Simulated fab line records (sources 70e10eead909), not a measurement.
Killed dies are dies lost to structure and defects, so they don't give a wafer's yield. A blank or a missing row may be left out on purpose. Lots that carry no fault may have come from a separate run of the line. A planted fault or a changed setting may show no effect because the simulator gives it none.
fab line records + flow nandHarc
[record]
- lots = 12
- wafers = 36
- lastDay = 34
route steps=1302 shown A_STAIRCASE@832 END@1302
lots that met no fault: taken from a fault-free run of the same line
startH: start of the lot's first displayed wafer, in hours after the record's first day + waitH: hours from the lot's prior step to this one + " as in the row above + L1.1+2: a single row standing in for several wafers + - value missing, or start not given + * or withheld: withheld + < > ~ a bound
route shown NAME@n: a module of which the file shows steps, and the number in the route of the first + usual: mean/standard deviation of fault-free wafers + same: alike in all rows + chamber/n: place in a boat + sites: each site's reading + _std_site: the values' standard deviation + _edge_site: outer sites' mean less inner sites' + radiusMm: how far each site lies from the wafer's centre + mask NAME#n: copy n + behind: the last tool/chamber to shape the wafer + hold: why the lot was held/for how many hours/how that ended + device: names the non-switching transistor (n, p or np) + end of line: the route-end tests of the same wafers + where a step has no rows: the recipe by itself + killed: at the first sort, the dies lost to defects and structure; wafer yield is something else + map: shows each die of a wafer: x if killed, . if not, _ if none is there
set.NAME: setting as actually run; set.NAME@STEP: the setting as run at that earlier step + model.NAME: the simulator's own value behind a step, which no gauge read
one table for each step of the route and one row for each wafer, over a sample of lots
services: a tool's chamber out of use, with start hour (startH, from the record's first day; less than 0 if before it), hours out, and reason
[[steps]]
[step NHARC_A_STAIRCASE_HM_OPEN_463]
[recipe]
- o2FlowSccm = 400
- cosFlowSccm = 20
- arFlowSccm = 0
- rfW = 500
- biasW = 300
- chemistry = O2/COS
[usual]
- cosFlowSccm = 19.99/0.059
- drypumpMotorCurrentA = 5.9/0.57
- mfcArSccm = 0.008/0.0072
- oesProductAu = 0.999/0.0083
- rfVppV = 468/3.3
- showerheadPlenumPTorr = 3.15/0.14
- throttleValvePct = 28.330/0.0087
| lot.wafer | tool       | chamber | startH | waitH | cosFlowSccm | drypumpMotorCurrentA | mfcArSccm | oesProductAu | rfHoursCounterH | rfVppV | showerheadPlenumPTorr | throttleValvePct |
|-----------|------------|---------|--------|-------|-------------|----------------------|-----------|--------------|-----------------|--------|-----------------------|------------------|
| L394.2    | rieDiel-11 | 0       | -      | -     | 19.91       | 6.2                  | 0.007     | 0.996        | 47              | 463    | 2.93                  | 28.334           |
| L394.1    | "          | 1       | "      | "     | 20.06       | 6.2                  | 0         | 1.004        | 47              | 466    | 3.05                  | 28.317           |
| L394.5    | "          | 0       | "      | "     | 19.92       | 6.2                  | 0.007     | 0.985        | -               | 462    | 2.93                  | 28.334           |
| L396.3    | rieDiel-08 | 2       | -      | -     | 19.92       | 5.5                  | 0         | 1.001        | 9               | 468    | 3.15                  | 28.333           |
| L396.2    | "          | 3       | "      | "     | 19.95       | 6.3                  | 0         | 0.993        | 11              | 474    | 3.34                  | 28.326           |
| L396.1    | "          | 1       | "      | "     | 19.93       | 6.5                  | 0.006     | 1.000        | 7               | 465    | 3.05                  | 28.335           |
| L397.2    | rieDiel-13 | 3       | -      | -     | 19.94       | 5.8                  | 0.013     | 1.003        | 16              | 468    | 3.16                  | 28.326           |
| L397.3    | "          | 1       | "      | "     | 19.99       | 6.6                  | 0         | 1.006        | 18              | 463    | 2.94                  | 28.333           |
| L397.6    | "          | 3       | "      | "     | 20.00       | 5.8                  | 0.013     | 1.008        | -               | 469    | 3.16                  | 28.334           |
| L398.2    | rieDiel-08 | 1       | -      | -     | 20.02       | 6.5                  | 0.006     | 1.001        | 19              | 465    | 3.04                  | 28.322           |
| L398.4    | "          | 2       | "      | "     | 19.95       | 5.5                  | 0         | 0.995        | 19              | 468    | 3.14                  | 28.322           |
| L398.5    | "          | 0       | "      | "     | 20.10       | 4.9                  | 0.011     | 0.996        | -               | 474    | 3.36                  | 28.323           |
| L400.3    | rieDiel-11 | 1       | -      | -     | 19.91       | 6.2                  | 0         | 0.995        | 3               | 465    | 3.04                  | 28.342           |
| L400.5    | "          | 1       | "      | "     | 19.98       | 6.2                  | 0         | 0.988        | -               | 466    | 3.04                  | 28.325           |
| L400.6    | "          | 2       | "      | "     | 19.96       | 6.6                  | 0.004     | 0.992        | -               | 465    | 3.07                  | 28.336           |
| L401.4    | rieDiel-11 | 2       | -      | -     | 19.97       | 6.6                  | 0.004     | 1.008        | 11              | 467    | 3.07                  | 28.323           |
| L401.1    | "          | 3       | "      | "     | 20.00       | 6.1                  | 0         | 1.007        | 11              | 467    | 3.15                  | 28.315           |
| L401.3    | "          | 1       | "      | "     | 20.03       | 6.2                  | 0         | 1.000        | 10              | 466    | 3.04                  | 28.341           |
| L404.3    | rieDiel-13 | 0       | -      | -     | 20.10       | 5.1                  | 0.019     | 0.988        | 36              | 467    | 3.09                  | 28.329           |
| L404.1    | "          | 1       | "      | "     | 20.04       | 6.6                  | 0         | 0.999        | 43              | 462    | 2.93                  | 28.334           |
| L404.6    | "          | 0       | "      | "     | 20.04       | 5.1                  | 0.019     | 1.000        | -               | 466    | 3.09                  | 28.337           |
| L407.1    | rieDiel-08 | 3       | -      | -     | 19.96       | 6.3                  | 0         | 0.987        | 55              | 471    | 3.31                  | 28.316           |
| L407.3    | "          | 0       | "      | "     | 20.10       | 4.9                  | 0.011     | 1.003        | 55              | 471    | 3.34                  | 28.336           |
| L407.2    | "          | 1       | "      | "     | 20.05       | 6.5                  | 0.006     | 0.994        | 54              | 465    | 3.03                  | 28.331           |
| L411.1    | rieDiel-08 | 2       | -      | -     | 19.96       | 5.5                  | 0         | 1.006        | 57              | 466    | 3.13                  | 28.326           |
| L411.6    | "          | 3       | "      | "     | 20.02       | 6.3                  | 0         | 0.988        | -               | 471    | 3.31                  | 28.334           |
| L411.5    | "          | 0       | "      | "     | 20.03       | 4.9                  | 0.011     | 1.000        | -               | 472    | 3.34                  | 28.317           |
| L412.1    | rieDiel-08 | 3       | -      | -     | 20.04       | 6.3                  | 0         | 0.991        | 0               | 472    | 3.31                  | 28.331           |
| L412.2    | "          | 1       | "      | "     | 19.99       | 6.5                  | 0.006     | 1.000        | 0               | 466    | 3.02                  | 28.323           |
| L412.5    | "          | 3       | "      | "     | 20.12       | 6.3                  | 0         | 0.980        | -               | 471    | 3.31                  | 28.328           |
| L416.4    | rieDiel-08 | 2       | -      | -     | 20.03       | 5.5                  | 0         | 1.012        | 16              | 466    | 3.12                  | 28.327           |
| L416.1    | "          | 0       | "      | "     | 19.88       | 4.8                  | 0.011     | 0.983        | 17              | 472    | 3.33                  | 28.321           |
| L416.6    | "          | 1       | "      | "     | 19.98       | 6.5                  | 0.006     | 1.015        | -               | 467    | 3.02                  | 28.316           |
| L417.2    | rieDiel-13 | 0       | -      | -     | 20.03       | 5.1                  | 0.019     | 0.996        | 29              | 467    | 3.07                  | 28.335           |
| L417.1    | "          | 3       | "      | "     | 20.00       | 5.8                  | 0.013     | 1.001        | 26              | 467    | 3.13                  | 28.338           |
| L417.5    | "          | 1       | "      | "     | 19.95       | 6.7                  | 0         | 1.013        | -               | 462    | 2.91                  | 28.325           |
[step NHARC_A_STAIRCASE_ETCH_315]
[recipe]
- targetDepthA = 25000
- timeS = 607.1
- ionEnergyEv = 800
- c4f8FlowSccm = 80
- o2FlowSccm = 60
- arFlowSccm = withheld
- rfW = 600
- biasW = 3000
- chemistry = C4F8/O2/Ar
[usual]
- oesProductAu = 0.932/0.009
- rfVppV = 1828/12
| lot.wafer | tool       | chamber | startH | waitH | oesProductAu | rfHoursCounterH | rfVppV |
|-----------|------------|---------|--------|-------|--------------|-----------------|--------|
| L394.2    | rieDiel-11 | 0       | -      | -     | 0.923        | 47              | 1810   |
| L394.1    | "          | 1       | "      | "     | 0.928        | 47              | 1820   |
| L394.5    | "          | 0       | "      | "     | 0.926        | -               | 1812   |
| L396.2    | rieDiel-08 | 2       | -      | -     | 0.919        | 9               | 1829   |
| L396.3    | "          | 3       | "      | "     | 0.933        | 11              | 1844   |
| L396.1    | "          | 0       | "      | "     | 0.937        | 11              | 1846   |
| L397.2    | rieDiel-13 | 0       | -      | -     | 0.926        | 16              | 1824   |
| L397.3    | "          | 2       | "      | "     | 0.939        | 18              | 1846   |
| L397.6    | "          | 1       | "      | "     | 0.936        | -               | 1812   |
| L398.4    | rieDiel-08 | 0       | -      | -     | 0.934        | 20              | 1845   |
| L398.2    | "          | 1       | "      | "     | 0.925        | 19              | 1821   |
| L398.5    | "          | 3       | "      | "     | 0.928        | -               | 1842   |
| L400.3    | rieDiel-11 | 3       | -      | -     | 0.940        | 5               | 1829   |
| L400.6    | "          | 3       | "      | "     | 0.940        | -               | 1830   |
| L400.5    | "          | 0       | "      | "     | 0.949        | -               | 1809   |
| L401.1    | rieDiel-11 | 1       | -      | -     | 0.932        | 10              | 1820   |
| L401.4    | "          | 2       | "      | "     | 0.923        | 11              | 1821   |
| L401.3    | "          | 3       | "      | "     | 0.933        | 11              | 1829   |
| L404.3    | rieDiel-13 | 3       | -      | -     | 0.925        | 39              | 1828   |
| L404.1    | "          | 1       | "      | "     | 0.925        | 43              | 1810   |
| L404.6    | "          | 0       | "      | "     | 0.930        | -               | 1825   |
| L407.3    | rieDiel-08 | 1       | -      | -     | 0.931        | 56              | 1820   |
| L407.2    | "          | 3       | "      | "     | 0.917        | 59              | 1842   |
| L407.1    | "          | 0       | "      | "     | 0.937        | 59              | 1844   |
| L411.1    | rieDiel-08 | 0       | -      | -     | 0.935        | 61              | 1844   |
| L411.6    | "          | 3       | "      | "     | 0.920        | -               | 1841   |
| L411.5    | "          | 0       | "      | "     | 0.930        | -               | 1843   |
| L412.2    | rieDiel-08 | 2       | -      | -     | 0.953        | 0               | 1826   |
| L412.1    | "          | 1       | "      | "     | 0.948        | 0               | 1819   |
| L412.5    | "          | 2       | "      | "     | 0.954        | -               | 1827   |
| L416.1    | rieDiel-08 | 3       | -      | -     | 0.933        | 19              | 1840   |
| L416.4    | "          | 2       | "      | "     | 0.945        | 16              | 1827   |
| L416.6    | "          | 3       | "      | "     | 0.929        | -               | 1843   |
| L417.1    | rieDiel-13 | 0       | -      | -     | 0.923        | 29              | 1822   |
| L417.2    | "          | 3       | "      | "     | 0.926        | 26              | 1828   |
| L417.5    | "          | 0       | "      | "     | 0.928        | -               | 1824   |
[step NHARC_A_STAIRCASE_STRIP_316]
[recipe]
- o2FlowSccm = 500
- arFlowSccm = 0
- biasW = 0
- chemistry = O2
[usual]
- biasW = 0/0
- chamberPressureMTorr = 60.00/0.052
- drypumpMotorCurrentA = 5.9/0.58
- mfcArSccm = 0.008/0.0072
- oesProductAu = 0.999/0.0091
- rfVppV = 57.8/0.94
- showerheadPlenumPTorr = 3.55/0.17
- throttleValvePct = 17.037/0.01
| lot.wafer | tool       | chamber | startH | waitH | biasW | chamberPressureMTorr | drypumpMotorCurrentA | mfcArSccm | oesProductAu | rfHoursCounterH | rfVppV | showerheadPlenumPTorr | throttleValvePct |
|-----------|------------|---------|--------|-------|-------|----------------------|----------------------|-----------|--------------|-----------------|--------|-----------------------|------------------|
| L394.1    | rieDiel-11 | 0       | 401.85 | -     | 0     | 59.95                | 6.2                  | 0.007     | 0.986        | 47              | 56.9   | 3.31                  | 17.031           |
| L394.2    | "          | 3       | "      | "     | 0     | 59.88                | 6.1                  | 0         | 0.999        | 48              | 57.9   | 3.57                  | 17.041           |
| L394.5    | "          | 0       | "      | "     | 0     | 59.92                | 6.2                  | 0.007     | 0.985        | -               | 57.7   | 3.31                  | 17.037           |
| L396.3    | rieDiel-08 | 3       | 402.91 | -     | 0     | 60.01                | 6.3                  | 0         | 0.996        | 11              | 59.0   | 3.77                  | 17.052           |
| L396.1    | "          | 1       | "      | "     | 0     | 60.04                | 6.5                  | 0.006     | 1.005        | 8               | 57.0   | 3.45                  | 17.044           |
| L396.2    | "          | 2       | "      | "     | 0     | 60.00                | 5.5                  | 0         | 0.994        | 10              | 56.2   | 3.56                  | 17.038           |
| L397.2    | rieDiel-13 | 2       | 414.54 | -     | 0     | 59.86                | 6.0                  | 0.016     | 0.997        | 18              | 59.2   | 3.80                  | 17.030           |
| L397.3    | "          | 3       | "      | "     | 0     | 60.01                | 5.8                  | 0.013     | 0.996        | 16              | 57.5   | 3.57                  | 17.036           |
| L397.6    | "          | 2       | "      | "     | 0     | 60.00                | 6.0                  | 0.016     | 1.002        | -               | 60.1   | 3.80                  | 17.040           |
| L398.4    | rieDiel-08 | 0       | 433.95 | -     | 0     | 60.02                | 4.9                  | 0.011     | 1.012        | 20              | 57.6   | 3.80                  | 17.051           |
| L398.2    | "          | 2       | "      | "     | 0     | 60.04                | 5.5                  | 0         | 0.997        | 20              | 58.4   | 3.55                  | 17.040           |
| L398.5    | "          | 0       | "      | "     | 0     | 59.98                | 4.9                  | 0.011     | 1.011        | -               | 56.6   | 3.80                  | 17.031           |
| L400.3    | rieDiel-11 | 0       | 457.60 | -     | 0     | 60.02                | 6.2                  | 0.007     | 1.004        | 3               | 57.6   | 3.31                  | 17.061           |
| L400.6    | "          | 0       | "      | "     | 0     | 60.04                | 6.2                  | 0.007     | 1.001        | -               | 57.5   | 3.31                  | 17.035           |
| L400.5    | "          | 1       | "      | "     | 0     | 60.14                | 6.2                  | 0         | 1.000        | -               | 57.7   | 3.44                  | 17.038           |
| L401.1    | rieDiel-11 | 0       | 478.49 | -     | 0     | 59.99                | 6.2                  | 0.007     | 1.000        | 11              | 57.8   | 3.30                  | 17.051           |
| L401.4    | "          | 1       | "      | "     | 0     | 60.10                | 6.2                  | 0         | 1.006        | 10              | 57.7   | 3.43                  | 17.050           |
| L401.3    | "          | 2       | "      | "     | 0     | 59.99                | 6.6                  | 0.004     | 0.994        | 11              | 57.5   | 3.46                  | 17.030           |
| L404.3    | rieDiel-13 | 3       | 495.36 | -     | 0     | 60.07                | 5.8                  | 0.013     | 0.993        | 40              | 58.0   | 3.56                  | 17.022           |
| L404.1    | "          | 0       | "      | "     | 0     | 59.97                | 5.1                  | 0.019     | 1.004        | 37              | 58.7   | 3.49                  | 17.023           |
| L404.6    | "          | 0       | "      | "     | 0     | 59.94                | 5.1                  | 0.019     | 0.996        | -               | 56.9   | 3.49                  | 17.021           |
| L407.3    | rieDiel-08 | 1       | 532.57 | -     | -     | -                    | -                    | -         | -            | -               | -      | -                     | -                |
| L407.2    | "          | 2       | "      | "     | -     | -                    | -                    | -         | -            | -               | -      | -                     | -                |
| L407.1    | "          | 3       | "      | "     | -     | -                    | -                    | -         | -            | -               | -      | -                     | -                |
| L411.1    | rieDiel-08 | 2       | 538.74 | -     | -     | -                    | -                    | -         | -            | -               | -      | -                     | -                |
| L411.6    | "          | 0       | "      | "     | -     | -                    | -                    | -         | -            | -               | -      | -                     | -                |
| L411.5    | "          | 1       | "      | "     | -     | -                    | -                    | -         | -            | -               | -      | -                     | -                |
| L412.2    | rieDiel-08 | 2       | 556.47 | -     | 0     | 60.05                | 5.5                  | 0         | 1.003        | 0               | 58.8   | 3.53                  | 17.012           |
| L412.1    | "          | 0       | "      | "     | 0     | 60.03                | 4.9                  | 0.011     | 0.995        | 0               | 58.8   | 3.77                  | 17.027           |
| L412.5    | "          | 2       | "      | "     | 0     | 59.99                | 5.5                  | 0         | 1.013        | -               | 58.9   | 3.53                  | 17.044           |
| L416.4    | rieDiel-08 | 3       | 610.67 | -     | 0     | 60.07                | 6.3                  | 0         | 0.992        | 19              | 58.6   | 3.73                  | 17.039           |
| L416.1    | "          | 2       | "      | "     | 0     | 60.07                | 5.5                  | 0         | 1.012        | 17              | 56.9   | 3.52                  | 17.047           |
| L416.6    | "          | 0       | "      | "     | 0     | 60.01                | 4.9                  | 0.011     | 0.999        | -               | 59.2   | 3.76                  | 17.047           |
| L417.1    | rieDiel-13 | 2       | 617.04 | -     | 0     | 59.93                | 6.0                  | 0.016     | 1.010        | 32              | 58.7   | 3.76                  | 17.055           |
| L417.2    | "          | 3       | "      | "     | 0     | 60.00                | 5.8                  | 0.013     | 0.997        | 26              | 57.6   | 3.54                  | 17.024           |
| L417.5    | "          | 2       | "      | "     | 0     | 60.02                | 6.1                  | 0.016     | 1.003        | -               | 56.7   | 3.76                  | 17.049           |
[step NHARC_A_STAIRCASE_ALD_415]
[recipe]
- targetThkA = 300
- pulseTimeS = 6
- aldCycles = 300
- tempC = 300
- material = SiO2
[usual]
- heaterPowerW = 469/62
- precursorPulseHeightRel = 1.000/0.02
[same]
- pulseTimeS = 6
| lot.wafer | tool     | chamber | startH | waitH | heaterPowerW | precursorPulseHeightRel |
|-----------|----------|---------|--------|-------|--------------|-------------------------|
| L394.2    | aldHk-04 | 2       | 402.92 | 0.3   | 550          | 0.983                   |
| L394.1    | "        | 3       | "      | "     | 427          | 1.026                   |
| L394.5    | "        | 2       | "      | "     | 547          | 0.985                   |
| L396.3    | aldHk-01 | 3       | 403.74 | 0.1   | 467          | 1.010                   |
| L396.2    | "        | 1       | "      | "     | 429          | 1.020                   |
| L396.1    | "        | 2       | "      | "     | 562          | 1.029                   |
| L397.2    | aldHk-03 | 2       | 415.59 | 0.3   | 549          | 1.003                   |
| L397.3    | "        | 0       | "      | "     | 446          | 0.969                   |
| L397.6    | "        | 1       | "      | "     | 485          | 1.006                   |
| L398.4    | aldHk-01 | 3       | 435.24 | 0.5   | 473          | 0.995                   |
| L398.2    | "        | 0       | "      | "     | 411          | 0.983                   |
| L398.5    | "        | 2       | "      | "     | 545          | 0.959                   |
| L400.3    | aldHk-01 | 2       | 458.91 | 0.5   | 562          | 1.051                   |
| L400.5    | "        | 0       | "      | "     | 415          | 0.973                   |
| L400.6    | "        | 1       | "      | "     | 442          | 1.001                   |
| L401.4    | aldHk-04 | 2       | 479.31 | 0.1   | 554          | 1.003                   |
| L401.1    | "        | 3       | "      | "     | 409          | 0.983                   |
| L401.3    | "        | 1       | "      | "     | 405          | 1.015                   |
| L404.3    | aldHk-04 | 3       | 496.74 | 0.5   | 411          | 1.004                   |
| L404.1    | "        | 0       | "      | "     | 556          | 1.016                   |
| L404.6    | "        | 1       | "      | "     | 396          | 0.988                   |
| L407.2    | aldHk-01 | 2       | 533.38 | 0.1   | 536          | 0.989                   |
| L407.3    | "        | 3       | "      | "     | 455          | 1.032                   |
| L407.1    | "        | 0       | "      | "     | 430          | 1.016                   |
| L411.1    | aldHk-01 | 1       | 540.44 | 1.0   | 434          | 1.013                   |
| L411.5    | "        | 3       | "      | "     | 446          | 1.005                   |
| L411.6    | "        | 0       | "      | "     | 423          | 1.029                   |
| L412.1    | aldHk-01 | 0       | 557.52 | 0.3   | 430          | 0.994                   |
| L412.2    | "        | 2       | "      | "     | 550          | 0.979                   |
| L412.5    | "        | 3       | "      | "     | 451          | 0.989                   |
| L416.1    | aldHk-04 | 3       | 611.50 | 0.1   | 411          | 0.988                   |
| L416.4    | "        | 2       | "      | "     | 552          | 1.005                   |
| L416.6    | "        | 3       | "      | "     | 408          | 0.995                   |
| L417.2    | aldHk-03 | 3       | 617.84 | 0.1   | 380          | 1.004                   |
| L417.1    | "        | 0       | "      | "     | 464          | 1.005                   |
| L417.5    | "        | 3       | "      | "     | 383          | 1.035                   |
[step NHARC_END_SORT_01]
[recipe]
- tempC = 25
[usual]
- killedAtArray = 55/17
- killedAtOther = 1.1/1.6
- killedAtPeriphery = 3.8/2.5
- killedDies = 60/18
- killedOpen = 3.3/1.9
- killedShort = 2.5/1.7
[same]
- grossDies = 677
| lot.wafer | tool      | chamber | startH | waitH | killedAtArray | killedAtOther | killedAtPeriphery | killedDies | killedOpen | killedShort |
|-----------|-----------|---------|--------|-------|---------------|---------------|-------------------|------------|------------|-------------|
| L411.1    | prober-01 | 0       | 711.23 | 2.5   | 673           | 0             | 4                 | 677        | 2          | 5           |
| L411.5    | prober-01 | 0       | 714.47 | 3.7   | 675           | 0             | 2                 | 677        | 3          | 1           |
| L411.6    | prober-01 | 0       | 715.28 | 4.0   | 672           | 0             | 5                 | 677        | 5          | 3           |
| L407.1    | prober-02 | 0       | 715.54 | 2.5   | 673           | 1             | 3                 | 677        | 1          | 3           |
| L407.2    | prober-02 | 0       | 716.34 | 2.8   | 671           | 0             | 6                 | 677        | 1          | 5           |
| L407.3    | prober-02 | 0       | 717.14 | 3.1   | 673           | 0             | 4                 | 677        | 0          | 2           |
// killed by level:class
L411.1 A_STAIRCASE:areaStrip=610 A_CHANNEL_HOLE_D1:chamberFilmFlake=26 A_SLIT:chamberFilmFlake=15 A_CHANNEL_HOLE_D2:chamberFilmFlake=6 A_STAIRCASE:chamberFilmFlake=3 A_M1:chamberFilmFlake=3 A_WL_FILL:geometricParticle:short=2 A_DECK1_JOINT:chamberFilmFlake=2
L411.5 A_STAIRCASE:areaStrip=589 A_CHANNEL_HOLE_D1:chamberFilmFlake=35 A_SLIT:chamberFilmFlake=27 A_CHANNEL_HOLE_D2:chamberFilmFlake=14 A_ZERO_WELL:chamberFilmFlake=2 A_ONON_D1:geometricParticle:open=1 A_CHANNEL_HOLE_D1:geometricParticle:short=1 A_CHANNEL_FILL_D2:geometricParticle:open=1
L411.6 A_STAIRCASE:areaStrip=594 A_CHANNEL_HOLE_D1:chamberFilmFlake=34 A_SLIT:chamberFilmFlake=18 A_CHANNEL_HOLE_D2:chamberFilmFlake=7 A_STAIRCASE:chamberFilmFlake=4 A_CONTACT:chamberFilmFlake=4 A_CHANNEL_FILL_D2:geometricParticle:open=2 P_GATE:chamberFilmFlake=2
L407.1 A_STAIRCASE:areaStrip=607 A_CHANNEL_HOLE_D1:chamberFilmFlake=31 A_CHANNEL_HOLE_D2:chamberFilmFlake=19 A_CONTACT:chamberFilmFlake=6 P_STI:chamberFilmFlake=3 A_SLIT:chamberFilmFlake=3 A_STAIRCASE:chamberFilmFlake=2 A_CHANNEL_FILL_D1:geometricParticle:open=1
L407.2 A_STAIRCASE:areaStrip=606 A_CHANNEL_HOLE_D1:chamberFilmFlake=32 A_CHANNEL_HOLE_D2:chamberFilmFlake=12 A_CONTACT:chamberFilmFlake=8 A_SLIT:chamberFilmFlake=5 P_STI:chamberFilmFlake=3 A_DECK1_JOINT:chamberFilmFlake=3 P_M0:geometricParticle:open=1
L407.3 A_STAIRCASE:areaStrip=615 A_CHANNEL_HOLE_D1:chamberFilmFlake=25 A_CHANNEL_HOLE_D2:chamberFilmFlake=23 A_STAIRCASE:chamberFilmFlake=4 P_M2:chamberFilmFlake=2 A_CONTACT:chamberFilmFlake=2 P_M0:geometricParticle:short=1 A_CHANNEL_FILL_D1:geometricParticle:short=1
[[services]]
| tool       | chamber | startH | hours | kind   |
|------------|---------|--------|-------|--------|
| rieDiel-11 | 2       | 379.91 | 2.2   | repair |
| rieDiel-08 | 1       | 385.33 | 6.2   | repair |
| aldHk-03   | -       | 400.52 | 10.0  | pm     |
| rieDiel-08 | 0       | 401.34 | -     | clean  |
| rieDiel-08 | 1       | 401.34 | -     | clean  |
| rieDiel-08 | 2       | 401.34 | -     | clean  |
| rieDiel-08 | 3       | 401.34 | -     | clean  |
| rieDiel-11 | 0       | 435.20 | 3.0   | repair |
| rieDiel-11 | -       | 435.99 | 9.0   | pm     |
| aldHk-04   | -       | 437.66 | 10.0  | pm     |
| rieDiel-08 | 0       | 462.37 | 9.5   | repair |
| rieDiel-13 | 0       | 471.12 | 7.6   | repair |
| aldHk-01   | -       | 474.00 | 10.0  | pm     |
| rieDiel-11 | 0       | 485.74 | 1.2   | repair |
| rieDiel-13 | -       | 519.35 | 9.0   | pm     |
| rieDiel-08 | -       | 544.93 | 9.0   | pm     |
| rieDiel-08 | 1       | 558.67 | 8.7   | repair |
| rieDiel-13 | 3       | 570.33 | 8.1   | repair |
| aldHk-03   | -       | 578.52 | 10.0  | pm     |
| rieDiel-08 | -       | 586.61 | 0.7   | repair |
| rieDiel-11 | 1       | 592.30 | 20.3  | repair |
| rieDiel-11 | -       | 612.99 | 9.0   | pm     |
| aldHk-04   | -       | 615.66 | 10.0  | pm     |
| rieDiel-13 | 0       | 617.81 | 2.9   | repair |
[[key]]
[firstSign]
- step = NHARC_A_STAIRCASE_STRIP_316
- reading = toolRecord
- direction = missing
[effect]
- step = NHARC_END_SORT_01
- reading = killedAtArray
- direction = up
- sigmas = 35
- usual = 55
- struck = 673
[moreKillsBornAt]
- NHARC_A_STAIRCASE_STRIP_316@rieDiel-08 = 3619
metAt NHARC_A_STAIRCASE_STRIP_316
struckLots L407,L411
laterRowsLeftOut L407.1,L407.2,L407.3,L411.1,L411.5,L411.6
testerLeftOut L407,L411
notActingAt NHARC_A_STAIRCASE_HM_OPEN_463,NHARC_A_STAIRCASE_ETCH_315,NHARC_A_STAIRCASE_ALD_415
onsetBetween 433.95 532.57
[fault]
- kind = skippedStepWhole
- tool = rieDiel-08
- chamber = -
- onsetH = 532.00
- steps = NHARC_A_STAIRCASE_STRIP_316
- scope = struckLotsOnly
// testerLeftOut: of these lots the tester's yield and bins aren't shown, on N5 and GAA mostly nor the transistor test; their killed dies are dies lost to structure and defects alone, not to doping, threshold or leakage, so they don't give the yield
// laterRowsLeftOut: the simulator's readings of these wafers behind a module that went badly wrong aren't trusted and aren't shown, but for the sort
